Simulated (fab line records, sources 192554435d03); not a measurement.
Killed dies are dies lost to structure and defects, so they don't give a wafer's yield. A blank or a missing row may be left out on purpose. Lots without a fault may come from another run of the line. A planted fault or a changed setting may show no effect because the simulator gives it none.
Which tool did it? | flow n5_finfet | 10 lots, 28 wafers sampled, at 5 steps of a route of 1938

WHAT THE GAUGES READ, wafer by wafer
N5_BEOL_M4_RC_MEAS_101.
lot  | measured     | on        | EOT_P
L916 | day 8 10:06  | prober-01 | 10.45 10.43 10.59
L917 | day 8 07:37  | prober-01 | 10.54 10.51 10.37
L921 | day 9 08:49  | prober-02 | 10.47 10.60 10.43
L922 | day 9 08:45  | prober-01 | 10.49 10.47 10.56
L925 | day 10 15:08 | prober-02 | 10.51 11.56 10.57
L926 | day 10 21:30 | prober-01 | 10.47 11.46
L928 | day 10 21:58 | prober-02 | 10.46 11.60
L933 | day 12 18:06 | prober-02 | 10.41 10.47 10.36
L937 | day 13 10:17 | prober-01 | 10.56 10.56 10.56
L939 | day 14 05:07 | prober-02 | 10.56 10.42 10.52

WHICH TOOL RAN EACH LOT (tool, then ch and the chambers of the sampled wafers, then the start)
lot  | N5_DUMMY_GATE_ALD_02             | N5_BEOL_M4_ANNEAL_82         | N5_BEOL_M4_SPUTTER_96        | N5_BEOL_M4_CO_CAP_55
L916 | ald_sin-04 ch 0,1,3, day 2 14:17 | pvd_sputter-01, day 8 07:24  | pvd_sputter-01, day 8 08:38  | cvd_co-02 ch 0,1,2, day 8 09:52
L917 | ald_sin-02 ch 2,3, day 2 19:51   | pvd_sputter-02, day 8 05:08  | pvd_sputter-02, day 8 06:22  | cvd_co-01 ch 0,1, day 8 07:14
L921 | ald_sin-04 ch 0,1,3, day 3 20:50 | pvd_sputter-03, day 9 04:59  | pvd_sputter-03, day 9 06:13  | cvd_co-01 ch 0,2, day 9 08:35
L922 | ald_sin-02 ch 2,3, day 4 04:01   | pvd_sputter-01, day 9 06:14  | pvd_sputter-01, day 9 07:29  | cvd_co-01 ch 0,2, day 9 08:21
L925 | ald_sin-02 ch 0,1,2, day 5 03:40 | pvd_sputter-03, day 10 12:47 | pvd_sputter-03, day 10 14:01 | cvd_co-02 ch 0,2, day 10 14:55
L926 | ald_sin-02 ch 1,2, day 5 04:29   | pvd_sputter-03, day 10 18:56 | pvd_sputter-03, day 10 20:11 | cvd_co-02 ch 1,2, day 10 21:16
L928 | ald_sin-02 ch 2,3, day 5 13:13   | pvd_sputter-02, day 10 19:37 | pvd_sputter-02, day 10 20:52 | cvd_co-02 ch 0,2, day 10 21:44
L933 | ald_sin-04 ch 0,1, day 6 20:58   | pvd_sputter-03, day 12 15:36 | pvd_sputter-03, day 12 16:50 | cvd_co-02 ch 0,2, day 12 17:43
L937 | ald_sin-02 ch 0,2, day 7 19:43   | pvd_sputter-02, day 13 07:24 | pvd_sputter-02, day 13 08:38 | cvd_co-01 ch 0,1,2, day 13 09:44
L939 | ald_sin-02 ch 0,2, day 8 07:52   | pvd_sputter-02, day 14 02:41 | pvd_sputter-02, day 14 03:55 | cvd_co-02 ch 0,2, day 14 04:53
- N5_DUMMY_GATE_ALD_02: deposits SiO2, target thk 2 nm, pulse time 1 s.
- N5_BEOL_M4_ANNEAL_82: time 240 s.
- N5_BEOL_M4_SPUTTER_96: material Cu, target thk 4.5 nm, time 8.29 s.
- N5_BEOL_M4_CO_CAP_55: material Co, precursor CCTBA/H2, target thk 2 nm, time 102.1 s.

THE ANSWER, worked out from the rows above alone
Rule: what is usual is taken from the lots themselves. Put in order of their means at a reading, lots are off if they are a third of the lots or fewer, leave a main group of 4 or more, and stand apart from it by a gap of 3 or more times the standard deviation of the main group's means; of several such gaps the widest counts. A main group whose means are all the same, to the digits that the tables above print for the reading, isn't used. A lot without any number at a reading at which 4 lots or more have one is off too. The other lots that the step has rows for count as sound.
Off: L925, L926, L928, at N5_BEOL_M4_RC_MEAS_101 (EOT_P). The main group: mean 10.49, standard deviation 0.041.
A tool fits if, at a process step before that reading, it ran every lot that is off, and no sound lot after the first of them. The gauges at N5_BEOL_M4_RC_MEAS_101 are tried like those tools. None of those tried fits.

WHAT THE SIMULATOR HAD PUT IN
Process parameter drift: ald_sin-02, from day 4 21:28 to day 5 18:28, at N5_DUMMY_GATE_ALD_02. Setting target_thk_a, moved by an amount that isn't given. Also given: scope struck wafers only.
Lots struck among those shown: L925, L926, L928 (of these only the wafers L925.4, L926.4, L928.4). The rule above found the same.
